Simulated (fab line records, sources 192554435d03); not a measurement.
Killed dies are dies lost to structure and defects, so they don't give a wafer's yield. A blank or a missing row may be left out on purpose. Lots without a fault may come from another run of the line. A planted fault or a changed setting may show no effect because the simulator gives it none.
Which tool did it? | flow n5_finfet | 9 lots, 27 wafers sampled, at 4 steps of a route of 1938

WHAT THE GAUGES READ, wafer by wafer
N5_STI_FIN_REVEAL_INSPECT_13: inspects for defects (darkfield).
lot  | measured    | on                | raw_defect_count
L799 | day 2 21:26 | defect_inspect-02 | 13 8 8
L802 | day 3 14:37 | defect_inspect-02 | 7 8 4
L803 | day 3 20:21 | defect_inspect-01 | 1 9 6
L805 | day 4 07:59 | defect_inspect-01 | 6 7 12
L808 | day 5 01:58 | defect_inspect-02 | 12 5 640
L817 | day 7 07:49 | defect_inspect-01 | 9 12 13
L819 | day 7 19:22 | defect_inspect-01 | 5 12 9
L820 | day 8 00:48 | defect_inspect-02 | 13 12 22
L821 | day 8 06:29 | defect_inspect-02 | 13 16 13

WHICH TOOL RAN EACH LOT (tool, then ch and the chambers of the sampled wafers, then the start)
lot  | N5_FIN_CUT_CUT_ETCH_15          | N5_STI_FIN_REVEAL_PRECLEAN_29      | N5_STI_FIN_REVEAL_OXIDATION_33
L799 | rie_si-01 ch 0,2, day 2 11:07   | wet_bench-05 ch 0,3,7, day 2 18:10 | plasma_asher-01 ch 0,1, day 2 21:09
L802 | rie_si-04 ch 1,2, day 3 04:40   | wet_bench-05 ch 4,6,7, day 3 11:13 | plasma_asher-01 ch 0,1, day 3 14:20
L803 | rie_si-02 ch 0,1,3, day 3 10:37 | wet_bench-05 ch 1,5,7, day 3 17:10 | plasma_asher-01 ch 0,1, day 3 20:04
L805 | rie_si-04 ch 0,1, day 3 22:46   | wet_bench-03 ch 0,5,6, day 4 05:05 | plasma_asher-01 ch 0,1, day 4 07:43
L808 | rie_si-04 ch 1,3, day 4 16:02   | wet_bench-05 ch 0,2,4, day 4 23:06 | plasma_asher-01 ch 0,1, day 5 01:41
L817 | rie_si-02 ch 2,3, day 6 22:41   | wet_bench-03 ch 0,1,2, day 7 04:57 | plasma_asher-02 ch 0,1, day 7 07:31
L819 | rie_si-01 ch 1,2,3, day 7 09:52 | wet_bench-06 ch 4,5,6, day 7 16:29 | plasma_asher-02 ch 0,1, day 7 19:05
L820 | rie_si-04 ch 0,1,2, day 7 15:28 | wet_bench-06 ch 0,3,6, day 7 21:56 | plasma_asher-01 ch 0,1, day 8 00:31
L821 | rie_si-02 ch 1,2, day 7 21:28   | wet_bench-05 ch 0,2,7, day 8 03:37 | plasma_asher-01 ch 0,1, day 8 06:13
- N5_FIN_CUT_CUT_ETCH_15: etches Si in HBr/Cl2/O2, target depth 100 nm, bt time 10 s, time 42.4 s.
- N5_STI_FIN_REVEAL_PRECLEAN_29: cleans in DHF, time 30 s.
- N5_STI_FIN_REVEAL_OXIDATION_33: chemistry O2 PLASMA REMOTE, time 20 s.

THE ANSWER, worked out from the rows above alone
Rule: what is usual is taken from the lots themselves. Put in order of their means at a reading, lots are off if they are a third of the lots or fewer, leave a main group of 4 or more, and stand apart from it by a gap of 3 or more times the standard deviation of the main group's means; of several such gaps the widest counts. A main group whose means are all the same, to the digits that the tables above print for the reading, isn't used. A lot without any number at a reading at which 4 lots or more have one is off too. The other lots that the step has rows for count as sound.
Off: L808, at N5_STI_FIN_REVEAL_INSPECT_13 (raw_defect_count). The main group: mean 10, standard deviation 3.3.
A tool fits if, at a process step before that reading, it ran every lot that is off, and no sound lot after the first of them. The gauges at N5_STI_FIN_REVEAL_INSPECT_13 are tried like those tools. None of those tried fits.

WHAT THE SIMULATOR HAD PUT IN
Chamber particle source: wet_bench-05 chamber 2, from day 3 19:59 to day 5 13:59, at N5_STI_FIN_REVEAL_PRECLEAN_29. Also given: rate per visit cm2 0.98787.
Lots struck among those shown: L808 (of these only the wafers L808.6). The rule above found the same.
